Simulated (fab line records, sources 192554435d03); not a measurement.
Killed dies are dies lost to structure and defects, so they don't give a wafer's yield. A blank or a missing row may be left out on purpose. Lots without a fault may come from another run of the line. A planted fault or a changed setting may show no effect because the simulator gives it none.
A struck lot beside a sound one | flow n5_finfet | 16 steps out of a route of 1938
Sound: wafers L953.3, L953.4, L953.5. Struck: wafer L960.5. (L960.2, L960.6 of the same lot were not struck and are left out.) The cause comes at the end.
At each step with rows: each side's tool, then ch and its chambers, then its first start. Under that, the readings that differ: sound wafers | struck wafers | difference of the means | sigmas: that difference in standard deviations of wafers without a fault.
alike: readings whose means differ by less than 2 such deviations, and words and numbers that are the same on both sides. not compared: withheld readings, readings that some wafer has no value for, bounds like >300 that may hide the same value, and numbers for which the record gives no deviation and whose values overlap.
The two part at a step that has a row with sigmas, a row that says differs or no value, or rows on one side only. Numbers that don't overlap but have no deviation are shown without sigmas and don't part them. A reading that every wafer of one side lacks parts them only if that side has two wafers or more.

first, 7 steps without rows for these wafers: N5_HKMG_FIN_COAT_42 (time 60 s, resist thk 35 nm); N5_HKMG_FIN_COAT_43 (resist thk 90 nm); N5_HKMG_FIN_EBR_45; N5_HKMG_FIN_SOFTBAKE_44 (time 60 s); N5_HKMG_FIN_EXPOSE_46 (exposes mask NDIPOLE); N5_HKMG_FIN_PEB_47 (peb time 60 s); N5_HKMG_FIN_DEVELOP_48 (develop time 30 s).
N5_HKMG_FIN_CD_MEAS_49: target cd 202 nm.
  sound on cd_sem-03 ch 0, day 5 13:04; struck on cd_sem-01 ch 0, day 7 08:42
  alike: cd_nm
N5_HKMG_FIN_OVL_MEAS_50:
  sound on overlay-01 ch 0, day 5 13:06; struck on overlay-02 ch 0, day 7 08:44
  reading          | sound       | struck | difference | sigmas
  NDIPOLE_OVL (nm) | 1.1 0.7 1.6 | -1.8   | -2.9       | -3
N5_HKMG_FIN_INSPECT_61: inspects for defects (macro).
  sound on defect_inspect-02, day 5 13:07; struck on defect_inspect-02, day 7 08:45
  alike: raw_defect_count
N5_HKMG_FIN_DESCUM_53: chemistry O2, time 7.9 s.
  sound on rie_diel-06 ch 0,1,2, day 5 13:10; struck on rie_diel-02 ch 0, day 7 09:11
  alike: chamber_pressure_mTorr, drypump_motor_current_A, oes_product_au, rf_vpp_V, showerhead_plenum_p_Torr, throttle_valve_pct
  not compared: rf_hours_counter_h
N5_HKMG_FIN_ETCH_54: etches SiARC in CF4, target depth 45.5 nm, time 75.8 s.
  sound on rie_diel-06 ch 0,1,2, day 5 13:11; struck on rie_diel-02 ch 0, day 7 09:13
  reading                        | sound             | struck | difference | sigmas
  chamber_pressure_mTorr (mTorr) | 39.95 40.01 39.95 | 40.04  | +0.07      | +2
  alike: bias_w, drypump_motor_current_A, etch_rf_on_time_s, oes_product_au, rf_vpp_V, showerhead_plenum_p_Torr, throttle_valve_pct
  not compared: rf_hours_counter_h
N5_HKMG_FIN_ETCH_55: etches SOC in N2/H2, target depth 240 nm, time 300 s.
  sound on rie_diel-06 ch 0,1,2, day 5 13:15; struck on rie_diel-02 ch 0, day 7 09:16
  reading                                     | sound             | struck | difference | sigmas
  bias_w (W)                                  | 150.9 150.3 150.2 | 113.0  | -37.5      | -83
  rf_vpp_V (V)                                | 526.6 529.1 523.9 | 437.6  | -88.9      | -39
  model.etch.depth_nm (nm)                    | 241.1 244.3 234.4 | 217.6  | -22.3      |
  model.HKMG_FIN.feature_depth_nm (nm)        | 241.2 244.2 234.4 | 217.6  | -22.3      |
  model.SiARC_of_HKMG_FIN_COAT_42.thk_nm (nm) | 21.2 20.8 21.4    | 25     | +4         |
  alike: chamber_pressure_mTorr, drypump_motor_current_A, oes_product_au, showerhead_plenum_p_Torr, throttle_valve_pct
  not compared: rf_hours_counter_h
then, 1 step without rows for these wafers: N5_HKMG_FIN_STRIP_56 (strips in N2/H2).
-- the record jumps here: 4 days lie between the struck wafers' starts before and after (it left off in module HKMG_FIN and takes up again in module BEOL_M4, whose first step shown is number 1111 of the route) --
N5_BEOL_M4_RC_MEAS_101:
  sound on prober-01 ch 0, day 9 13:55; struck on prober-01 ch 0, day 11 16:19
  reading       | sound          | struck | difference | sigmas
  ION_N (uA/um) | 674 669 663    | 697    | +28        | +2
  VT_P (mV)     | -251 -254 -251 | -244   | +8         | +2
  alike: DIBL_N, DIBL_P, IOFF_N, IOFF_P, ION_P, SS_N, SS_P, VT_N
-- the record jumps here: 5 days lie between the struck wafers' starts before and after (it left off in module BEOL_M4 and takes up again in module PASSIVATION, whose first step shown is number 1936 of the route) --
N5_PASSIVATION_PROBE_49:
  sound on prober-01, day 14 00:31; struck on prober-02, day 16 09:28
  alike: defect_limited_yield, killed_at_M0_to_M3, killed_at_M4_up, killed_at_contacts, killed_at_front_end, killed_at_other, killed_dies, killed_on_rim, killed_open, killed_short, sort_bin_5_function, sort_bin_6_memory, sort_bin_8_speed, sort_n_pass

WHERE THEY PART
First at N5_HKMG_FIN_OVL_MEAS_50; last, within this record, at N5_BEOL_M4_RC_MEAS_101. Later steps at which nothing parts them and some readings are alike: N5_PASSIVATION_PROBE_49.

WHY: what the simulator had put in
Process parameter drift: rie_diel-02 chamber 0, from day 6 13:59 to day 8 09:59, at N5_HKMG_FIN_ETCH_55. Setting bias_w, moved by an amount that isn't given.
